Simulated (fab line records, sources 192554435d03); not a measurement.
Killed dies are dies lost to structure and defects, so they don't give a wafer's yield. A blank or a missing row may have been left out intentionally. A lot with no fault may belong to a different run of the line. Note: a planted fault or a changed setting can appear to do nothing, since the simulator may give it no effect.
Matching of chambers ; flow n5-finfet ; ald-sin-04 running N5_FIN_SAQP_SPACER2_ALD_28: 4 sister chambers
The step deposits SiO2, target thk 8.1 nm, pulse time 1 s, purge time 2 s. 22 wafers are shown with their chamber, then 11 later ones without.

## EACH WAFER AND ITS CHAMBER
wafer;chamber;heater-power-w (W);precursor-pulse-height-rel
L075.1;0;408;1.006
L075.2;3;443;1.002
L075.5;1;480;0.974
L076.2;3;443;1.040
L076.5;0;407;0.999
L076.6;3;437;0.984
L079.3;2;583;1.018
L079.4;0;403;0.964
L079.6;0;411;0.988
L080.3;0;402;1.017
L080.4;3;447;1.026
L080.5;1;476;0.988
L083.3;1;469;1.001
L083.5;3;441;1.021
L083.6;0;406;1.029
L085.3;1;477;0.991
L085.4;3;453;0.993
L085.5;1;486;0.984
L086.3;2;588;1.010
L086.4;3;443;1.009
L086.6;0;416;1.014
L087.1;1;481;1.009

SIGNATURES, as means of the wafers listed above
reading;chamber 0;chamber 1;chamber 2;chamber 3;scatter within a chamber
heater-power-w;407.57;478.17;585.50;443.86;5.08
precursor-pulse-height-rel;1.00243;0.99117;1.01400;1.01071;0.0181
Rule: for a wafer and a chamber, the distance is found by dividing, reading by reading, the gap between the wafer's reading and the chamber's mean by the reading's scatter, squaring, summing and taking the root. The wafer belongs to the nearest chamber; if the next one is less than 2 further off, it can't be placed. The scatter: the root of (the sum of the squares of (reading less its chamber's mean) over the shown wafers, divided by (wafers less chambers)).

## WAFERS WITHOUT THEIR CHAMBER
wafer;heater-power-w (W);precursor-pulse-height-rel
L087.2;406;0.984
L087.3;587;1.018
L088.1;421;1.004
L088.4;491;1.029
L088.6;476;0.986
L090.3;591;1.037
L090.4;442;0.989
L090.6;475;0.980
L095.2;479;1.001
L095.3;408;0.986
L095.4;592;1.018

## WHICH CHAMBER EACH WENT THROUGH
wafer;from the rows above;in truth
L087.2;0;0
L087.3;2;2
L088.1;can't be placed: 0 or 3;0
L088.4;1;1
L088.6;1;1
L090.3;2;2
L090.4;3;3
L090.6;1;1
L095.2;1;1
L095.3;0;0
L095.4;2;2
10 of 11 placed correctly. Not placeable from these rows: 1 (in 1, the candidates include the true chamber). Placed wrongly: 0.
